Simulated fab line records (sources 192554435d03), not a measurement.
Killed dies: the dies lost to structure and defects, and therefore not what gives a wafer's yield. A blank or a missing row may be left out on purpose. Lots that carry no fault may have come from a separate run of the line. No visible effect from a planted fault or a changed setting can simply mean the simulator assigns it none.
Code-filled problem report in 8D (eight disciplines) form	flow n5 finfet	the parts of the form that need people (team, actions taken, sign-off) are left out

1. WHAT IS WRONG
A mean of 1064.0 is read at N5_PASSIVATION_PROBE_49 for killed at other, taken on 1 wafer of 1 lot, against 4.1 (standard deviation 2.8) on wafers free of any fault. So: +99 or more standard deviations from the usual mean.
First seen on wafer L618.3, day 14 05:35, on prober-01. At this step, 5 wafers from 2 lots have a number in the record. Rule for "out", or "out of limits": more than 4 standard deviations from the usual mean. Any other wafer with a number is counted as sound.

2. WHAT IT IS AND WHAT IT IS NOT
question	is	is not
which readings at this step	killed at other, defect limited yield, killed dies, killed on rim, sort_bin_5_function, sort n pass, sort yield pct	killed_at_M0_to_M3, killed_at_M4_up, killed at contacts, killed at front end, killed open, killed short, sort_bin_6_memory, sort_bin_8_speed
which lots	L618	L631
which wafers of those lots	L618.3	L618.6
read on which tools	prober-01	prober-02
when	from day 14 05:35	up to then (0 sound wafers); but 4 sound wafers of L618, L631 came after

3. THE SUSPECTS, EACH WITH WHAT RULES IT OUT
Counting: any tool at a process step up to the reading remains a suspect provided it ran every lot that is out. Sound lots after the first of them don't rule it out here, since some wafers of a struck lot are sound.
- rie metal-01 at N5_MIM_BOT_ETCH_ETCH_03 (etches the open film in Cl2/BCl3, target depth 12 nm): kept. It ran the lot that is out, L618 (day 13 20:37).
- rie diel-05 at N5_PASSIVATION_ETCH_15 (etches SiCN in CF4/N2, target depth 75 nm, time 81.2 s): kept. It ran the lot that is out, L618 (day 13 22:58).
- rie metal-02 at N5_PASSIVATION_ETCH_59 (etches TaN in Cl2/BCl3, target depth 65 nm, time 34.9 s): kept. It ran the lot that is out, L618 (day 14 00:38).
- prober-01 at N5_PASSIVATION_PROBE_49: kept. It ran the lot that is out, L618 (day 14 05:35). Its own defect limited yield, killed at other, killed dies, killed on rim, sort_bin_5_function, sort n pass, sort yield pct readings are out on those wafers.
Left after counting: rie metal-01 at N5_MIM_BOT_ETCH_ETCH_03, rie diel-05 at N5_PASSIVATION_ETCH_15, rie metal-02 at N5_PASSIVATION_ETCH_59, prober-01 at N5_PASSIVATION_PROBE_49.

4. THE CAUSE (what the simulator had put in)
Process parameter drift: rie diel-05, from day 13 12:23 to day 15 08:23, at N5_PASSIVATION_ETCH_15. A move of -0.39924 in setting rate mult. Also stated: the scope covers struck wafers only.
After counting, 4 suspects remain, this tool included.

5. SEQUENCE OF EFFECTS, ordered by route
One row per reading whose mean, taken over the struck wafers that have a number, lies over 3 standard deviations from the usual. Readings are gone through only where the record gives a usual standard deviation; hours: the median, over the lots, of the time from a lot's start at the first step in this table giving one to that lot's start at this step; sigmas: the change measured in usual standard deviations.
hours	step	reading	usual	on struck wafers	change	sigmas
0	N5_PASSIVATION_ETCH_15	oes product au	0.77 a.u.	0.53	-0.24	-3.4
7	N5_PASSIVATION_PROBE_49	defect limited yield	91.0 %	0.0	-91.0	-70
7	N5_PASSIVATION_PROBE_49	killed at other	4.1	1064.0	+1059.9	+99 or more
7	N5_PASSIVATION_PROBE_49	killed dies	106	1180	+1074	+72
7	N5_PASSIVATION_PROBE_49	killed on rim	14	152	+138	+35
7	N5_PASSIVATION_PROBE_49	sort_bin_5_function	5.3 %	96.0	+90.7	+99 or more
7	N5_PASSIVATION_PROBE_49	sort n pass	1074	0	-1074	-72
7	N5_PASSIVATION_PROBE_49	sort yield pct	91.0 %	0.0	-91.0	-70
Process steps it contains:
- N5_PASSIVATION_ETCH_15: etches SiCN in CF4/N2, target depth 75 nm, time 81.2 s.
- N5_PASSIVATION_PROBE_49

6. WHAT WOULD HAVE CAUGHT IT SOONER
17 hours passed between the start of the fault at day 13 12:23 and the first reading out of limits in this record, taken at day 14 05:35.
Tool readings at N5_PASSIVATION_ETCH_15 with a usual standard deviation given in the record: none out on any struck wafer, hence no alarm at a limit of 4 standard deviations on them.
The start of N5_PASSIVATION_ETCH_15 on rie diel-05 came by day 14 05:35 for every one of the lots that are out (1). A hold on the tool at that time would have spared none of them.
